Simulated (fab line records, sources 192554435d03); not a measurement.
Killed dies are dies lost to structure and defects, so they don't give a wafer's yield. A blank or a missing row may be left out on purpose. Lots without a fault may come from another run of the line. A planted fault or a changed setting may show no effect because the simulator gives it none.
Split-lot experiment | flow n5_finfet | 7 lots, 21 wafers read, on a route of 1938 steps

THE SPLIT
At N5_BEOL_M2_COAT_22 (resist thk 30 nm), the setting spin_rpm was moved away from the recipe's 1500 rpm on 6 of the 21 wafers read, by -5.9% to +6.2%. The other wafers ran this setting at the recipe's value.

FROM THE SPLIT TO THE READING: what the file shows between them, 5 steps
- N5_BEOL_M2_EXPOSE_25: exposes mask V1, defocus 5 nm (also split here: dose_mj)
- N5_BEOL_M2_PEB_26: peb time 60 s
- N5_BEOL_M2_DEVELOP_27: develop time 30 s
- N5_BEOL_M2_CD_MEAS_28: target cd 26.2 nm, target cd y 24.1 nm
- N5_BEOL_M2_ALD_98: deposits SiO2, target thk 2.5 nm, pulse time 1 s, co reactant pulse time 1 s (also split here: ald_cycles)

THE READING
CAR-EUV_of_BEOL_M2_COAT_22.thk_nm (the simulator's own value, which no gauge read), in nm, at N5_BEOL_M2_ETCHBACK_99 (etches SiO2 in CHF3, target depth 5 nm, time 10.4 s). The file gives no usual value for it. The 15 wafers here that ran the recipe average 10.4 nm, standard deviation 0.13 nm.

wafer  | tool, chamber at the split | spin_rpm as run, rpm | against the recipe | CAR-EUV_of_BEOL_M2_COAT_22.thk_nm, nm | against lot-mates on the recipe
L075.1 | litho_track-01, 0          | 1500                 | recipe             | 10.6                                  | -
L075.2 | litho_track-01, 0          | 1500                 | recipe             | 10.6                                  | -
L075.4 | litho_track-01, 0          | 1500                 | recipe             | 10.6                                  | -
L086.2 | litho_track-04, 0          | 1500                 | recipe             | 10.4                                  | -
L086.3 | litho_track-04, 0          | 1500                 | recipe             | 10.4                                  | -
L086.4 | litho_track-04, 0          | 1500                 | recipe             | 10.6                                  | -
L087.2 | litho_track-03, 0          | 1500                 | recipe             | 10.4                                  | -
L087.5 | litho_track-03, 0          | 1500                 | recipe             | 10.4                                  | -
L087.4 | litho_track-03, 0          | 1500                 | recipe             | 10.6                                  | -
L090.1 | litho_track-03, 0          | 1593                 | +6.2%              | 9.6                                   | -0.8
L090.3 | litho_track-03, 0          | 1593                 | +6.2%              | 9.4                                   | -1.0
L090.4 | litho_track-03, 0          | 1500                 | recipe             | 10.4                                  | -
L092.2 | litho_track-01, 0          | 1554                 | +3.6%              | 9.8                                   | -0.6
L092.3 | litho_track-01, 0          | 1500                 | recipe             | 10.4                                  | -
L092.5 | litho_track-01, 0          | 1500                 | recipe             | 10.4                                  | -
L091.1 | litho_track-03, 0          | 1413                 | -5.8%              | 11.2                                  | +1.0
L091.3 | litho_track-03, 0          | 1413                 | -5.8%              | 11                                    | +0.8
L091.5 | litho_track-03, 0          | 1500                 | recipe             | 10.2                                  | -
L093.1 | litho_track-01, 0          | 1500                 | recipe             | 10.2                                  | -
L093.4 | litho_track-01, 0          | 1411                 | -5.9%              | 11.2                                  | +0.9
L093.5 | litho_track-01, 0          | 1500                 | recipe             | 10.4                                  | -

THE FIT
A straight line over all 21 wafers: CAR-EUV_of_BEOL_M2_COAT_22.thk_nm changes by -0.136 nm for each +1% of spin_rpm; r = -0.95; the points scatter about the line by 0.14 nm.
The same after taking each lot's own level away (the mean of its wafers on the recipe; 21 wafers): -0.151 nm for each +1%; r = -0.99; scatter 0.079 nm.
On that fit, the largest move of spin_rpm shifts the reading by 0.94 nm.
The lots' own levels span 10.20 to 10.60 nm, that is 3.1 times the standard deviation above.
So the lot-to-lot level changes the slope: the two fits differ.
Check: with one of the wafers moved furthest among these (+6.2%) left out of the fit, the line predicts -0.98 nm for it against its lot-mates. It came out at -0.8 nm against them.

OTHER SPLITS ON THESE WAFERS
These wafers also went through other splits before the reading. Each is held against what the fit with the lots' levels taken away leaves over:
other split on the same wafers          | wafers away from the commonest value | r with CAR-EUV_of_BEOL_M2_COAT_22.thk_nm (lot level and that fit taken away)
N5_GATE_CUT_ETCH_36 cf4_flow_sccm       | 9                                    | +0.04
N5_MOL_CONTACT_COAG_ETCHBACK_135 time_s | 7                                    | +0.20
N5_MOL_CONTACT_COAG_COAT_64 spin_rpm    | 4                                    | -0.09
N5_BEOL_M0_SAQP_PEB_12 peb_time_s       | 4                                    | -0.06
N5_BEOL_M0_ETCH_109 bias_w              | 3                                    | -0.32
N5_BEOL_M1_EXPOSE_25 dose_mj            | 8                                    | +0.23
N5_BEOL_M2_ETCH_64 bias_w               | 6                                    | +0.18
N5_BEOL_M2_EXPOSE_25 dose_mj            | 6                                    | +0.03
N5_BEOL_M2_ALD_98 ald_cycles            | 9                                    | -0.13

THE WHOLE CHAIN: every reading that the file lists as answering this split, in the file's order
step                   | what it does                                        | reading                                                                            | change (the file's fit)               | r (the file's)
N5_BEOL_M2_COAT_22     | resist thk 30 nm                                    | CAR-EUV_of_BEOL_M2_COAT_22.thk_nm (the simulator's own value, which no gauge read) | -0.162 nm for each +1% of the setting | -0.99
N5_BEOL_M2_ETCHBACK_99 | etches SiO2 in CHF3, target depth 5 nm, time 10.4 s | CAR-EUV_of_BEOL_M2_COAT_22.thk_nm (the simulator's own value, which no gauge read) | -0.152 nm for each +1% of the setting | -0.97

THE FILE'S OWN FIT
CAR-EUV_of_BEOL_M2_COAT_22.thk_nm changes by -0.152 nm for each +1% of spin_rpm, r = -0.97.
